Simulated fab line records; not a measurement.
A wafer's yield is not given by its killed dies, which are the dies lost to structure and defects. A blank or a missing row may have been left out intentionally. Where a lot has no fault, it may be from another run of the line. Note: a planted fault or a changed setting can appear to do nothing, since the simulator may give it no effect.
Shared-tool check | flow nandHarc | 11 lots, 33 wafers sampled

## REASON FOR OPENING
At NHARC_A_M1_CD_MEAS_09 the reading cdNm is flagged on 2 of 11 lots. Fault-free wafers read 120.2 nm, with a standard deviation of 0.66.
Rule: a lot is flagged when every wafer of it that has a number lies more than 4 standard deviations from that mean, or none has a number. As for the other lots, they are considered sound.

lot  | measured     | on       | cdNm (nm), wafer by wafer | flag
L833 | day 23 09:12 | cdSem-02 | 121.0 120.9 119.9         | 
L832 | day 23 11:57 | cdSem-01 | 121.2 120.1 119.9         | 
L837 | day 25 11:46 | cdSem-03 | 120.6 121.0 121.4         | 
L839 | day 25 13:44 | cdSem-01 | 120.5 121.8 121.3         | 
L844 | day 27 22:43 | cdSem-03 | 119.3 119.0 119.8         | 
L847 | day 29 00:58 | cdSem-02 | 119.5 119.9 119.3         | 
L848 | day 29 07:17 | cdSem-02 | 135.6 137.1 137.1         | FLAGGED
L851 | day 30 17:02 | cdSem-02 | 120.2 121.0 120.3         | 
L850 | day 31 02:20 | cdSem-01 | 120.2 119.7 121.0         | 
L852 | day 31 09:50 | cdSem-03 | 133.7 134.1 133.5         | FLAGGED
L855 | day 31 21:55 | cdSem-03 | 119.6 119.3 120.8         | 
The mean of the flagged lots' numbers is 135.2 nm, +15.0 nm from the usual (+23 standard deviations).

## WHICH TOOL RAN EACH LOT
The record holds 4 process steps before the reading, out of a route of 1302 steps. In each cell: the tool, then ch and the chambers that the sampled wafers went through, then the start.
lot  | flag    | NHARC_A_BLC_PVD_32                     | NHARC_A_M0_ETCH_15                           | NHARC_A_M0_PVD_20                      | NHARC_A_M1_EXPOSE_06
L833 |         | pvdSputter-01, day 23 09:04 or earlier | rieDiel-12 ch 2,3, day 23 09:04 or earlier   | pvdSputter-01, day 23 09:04 or earlier | arfiScanner-03 ch 0, day 23 09:04
L832 |         | pvdSputter-01, day 23 11:49 or earlier | rieDiel-13 ch 1,2,3, day 23 11:49 or earlier | pvdSputter-03, day 23 11:49 or earlier | arfiScanner-03 ch 0, day 23 11:49
L837 |         | pvdSputter-01, day 25 07:41 or earlier | rieDiel-12 ch 2,3, day 25 07:41              | pvdSputter-02, day 25 11:37 or earlier | arfiScanner-01 ch 0, day 25 11:37
L839 |         | pvdSputter-03, day 25 13:35 or earlier | rieDiel-09 ch 0,1,2, day 25 13:35 or earlier | pvdSputter-02, day 25 13:35 or earlier | arfiScanner-03 ch 0, day 25 13:35
L844 |         | pvdSputter-03, day 27 22:34 or earlier | rieDiel-12 ch 0,1, day 27 22:34 or earlier   | pvdSputter-03, day 27 22:34 or earlier | arfiScanner-01 ch 0, day 27 22:34
L847 |         | pvdSputter-03, day 29 00:49 or earlier | rieDiel-13 ch 0,1,2, day 29 00:49 or earlier | pvdSputter-02, day 29 00:49 or earlier | arfiScanner-01 ch 0, day 29 00:49
L848 | FLAGGED | pvdSputter-02, day 29 07:09 or earlier | rieDiel-12 ch 1,2,3, day 29 07:09 or earlier | pvdSputter-02, day 29 07:09 or earlier | arfiScanner-01 ch 0, day 29 07:09
L851 |         | pvdSputter-02, day 30 16:53 or earlier | rieDiel-13 ch 1,2,3, day 30 16:53 or earlier | pvdSputter-01, day 30 16:53 or earlier | arfiScanner-02 ch 0, day 30 16:53
L850 |         | pvdSputter-01, day 31 02:12 or earlier | rieDiel-12 ch 0,1, day 31 02:12 or earlier   | pvdSputter-03, day 31 02:12 or earlier | arfiScanner-02 ch 0, day 31 02:12
L852 | FLAGGED | pvdSputter-01, day 31 09:42 or earlier | rieDiel-13 ch 0,1,3, day 31 09:42 or earlier | pvdSputter-03, day 31 09:42 or earlier | arfiScanner-01 ch 0, day 31 09:42
L855 |         | pvdSputter-03, day 31 21:47 or earlier | rieDiel-09 ch 0,1,2, day 31 21:47 or earlier | pvdSputter-01, day 31 21:47 or earlier | arfiScanner-02 ch 0, day 31 21:47
What is done by these steps:
- NHARC_A_BLC_PVD_32: deposits Ti, target thk 5 nm, time 17.7 s.
- NHARC_A_M0_ETCH_15: etches the open film in C4F8/Ar, target depth 150 nm, overetch 15 nm, time 82.5 s.
- NHARC_A_M0_PVD_20: deposits TaN, target thk 5 nm, time 8.06 s.
- NHARC_A_M1_EXPOSE_06: exposes mask A M1, target cd 120 nm.
- NHARC_A_M1_CD_MEAS_09: target cd 120 nm.

## FLAGGED AGAINST TOTAL, ONE TOOL AT A TIME (gauges that did the reading follow at the end)
step                  | tool           | lots run | flagged | share of the flagged lots | sound lots run after its first flagged lot
NHARC_A_BLC_PVD_32    | pvdSputter-01  | 5        | 1       | some                      | 0
NHARC_A_BLC_PVD_32    | pvdSputter-02  | 2        | 1       | some                      | 1 (L851)
NHARC_A_BLC_PVD_32    | pvdSputter-03  | 4        | 0       | none                      | -
NHARC_A_M0_ETCH_15    | rieDiel-09     | 2        | 0       | none                      | -
NHARC_A_M0_ETCH_15    | rieDiel-12     | 5        | 1       | some                      | 1 (L850)
NHARC_A_M0_ETCH_15    | rieDiel-13     | 4        | 1       | some                      | 0
NHARC_A_M0_PVD_20     | pvdSputter-01  | 3        | 0       | none                      | -
NHARC_A_M0_PVD_20     | pvdSputter-02  | 4        | 1       | some                      | 0
NHARC_A_M0_PVD_20     | pvdSputter-03  | 4        | 1       | some                      | 0
NHARC_A_M1_EXPOSE_06  | arfiScanner-01 | 5        | 2       | all                       | 0
NHARC_A_M1_EXPOSE_06  | arfiScanner-02 | 3        | 0       | none                      | -
NHARC_A_M1_EXPOSE_06  | arfiScanner-03 | 3        | 0       | none                      | -
NHARC_A_M1_CD_MEAS_09 | cdSem-01       | 3        | 0       | none                      | -
NHARC_A_M1_CD_MEAS_09 | cdSem-02       | 4        | 1       | some                      | 1 (L851)
NHARC_A_M1_CD_MEAS_09 | cdSem-03       | 4        | 1       | some                      | 1 (L855)
NHARC_A_BLC_PVD_32 gives no start for some lots, so the hours and the order of its lots are those of NHARC_A_M1_EXPOSE_06. NHARC_A_M0_ETCH_15 gives no start for some lots, so the hours and the order of its lots are those of NHARC_A_M1_EXPOSE_06. NHARC_A_M0_PVD_20 gives no start for some lots, so the hours and the order of its lots are those of NHARC_A_M1_EXPOSE_06.

## WHAT THE TABLE PERMITS
Rows of the table that ran each flagged lot: 1, that is arfiScanner-01 at NHARC_A_M1_EXPOSE_06.
- arfiScanner-01 at NHARC_A_M1_EXPOSE_06 ran 5 lots, 2 of them flagged. A fault beginning between L847 (day 29 00:49), its last sound lot, and L848 (day 29 07:09), its first flagged one, fits the data. Its own readings (exposureDoseMJCm2) fall more than 4 standard deviations out on all wafers of the flagged lots.
One tool is left: arfiScanner-01 at NHARC_A_M1_EXPOSE_06.

## WHAT HAD BEEN PUT IN BY THE SIMULATOR
Process parameters drifting: arfiScanner-01 at NHARC_A_M1_EXPOSE_06, beginning at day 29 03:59. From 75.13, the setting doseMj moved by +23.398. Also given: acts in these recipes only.
Shown lots that were struck: L848, L852. Same finding as the rule above.
